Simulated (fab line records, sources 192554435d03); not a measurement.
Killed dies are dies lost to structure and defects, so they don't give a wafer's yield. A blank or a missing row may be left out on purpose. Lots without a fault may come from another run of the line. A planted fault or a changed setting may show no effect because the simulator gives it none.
Chamber matching | flow n5_finfet | N5_DUMMY_GATE_DESCUM_20 on rie_diel-02: 4 sister chambers
The step chemistry O2, time 6.2 s. 8 wafers are shown with their chamber, then 9 later ones without.

WAFERS WITH THEIR CHAMBER
wafer  | chamber | drypump_motor_current_A (A) | oes_product_au (a.u.)
L079.2 | 0       | 6.3                         | 0.74
L084.5 | 1       | 6.4                         | 0.74
L085.3 | 0       | 6.3                         | 0.73
L086.5 | 3       | 5.5                         | 0.96
L086.6 | 2       | 6.3                         | 0.91
L088.1 | 1       | 6.4                         | 0.72
L088.2 | 3       | 5.5                         | 0.93
L088.4 | 2       | 6.4                         | 0.90

WAFERS WITHOUT THEIR CHAMBER
wafer  | drypump_motor_current_A (A) | oes_product_au (a.u.)
L090.2 | 6.4                         | 0.89
L090.4 | 6.3                         | 0.72
L090.5 | 6.4                         | 0.89
L094.1 | 5.5                         | 0.90
L094.4 | 5.5                         | 0.90
L094.5 | 6.4                         | 0.88
L097.4 | 6.3                         | 0.71
L097.5 | 6.3                         | 0.71
L097.6 | 6.4                         | 0.72

WHICH CHAMBER EACH WENT THROUGH
wafer  | from the rows above     | in truth
L090.2 | 2                       | 2
L090.4 | can't be placed: 0 or 1 | 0
L090.5 | 2                       | 2
L094.1 | 3                       | 3
L094.4 | 3                       | 3
L094.5 | 2                       | 2
L097.4 | can't be placed: 0 or 1 | 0
L097.5 | can't be placed: 0 or 1 | 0
L097.6 | 1                       | 1
Placed correctly: 6 of 9. Can't be placed from these rows: 3 (the true chamber is among the candidates in 3). Placed wrongly: 0.
How it was worked out, from the rows above alone: a wafer's distance from a chamber is the root of the sum, over the readings, of the square of ((its reading less the chamber's mean) divided by the reading's scatter). The wafer belongs to the nearest chamber; if the next one is less than 2 further off, it can't be placed. A chamber's mean is the mean of its shown wafers. The scatter: the root of (the sum of the squares of (reading less its chamber's mean) over the shown wafers, divided by (wafers less chambers)).
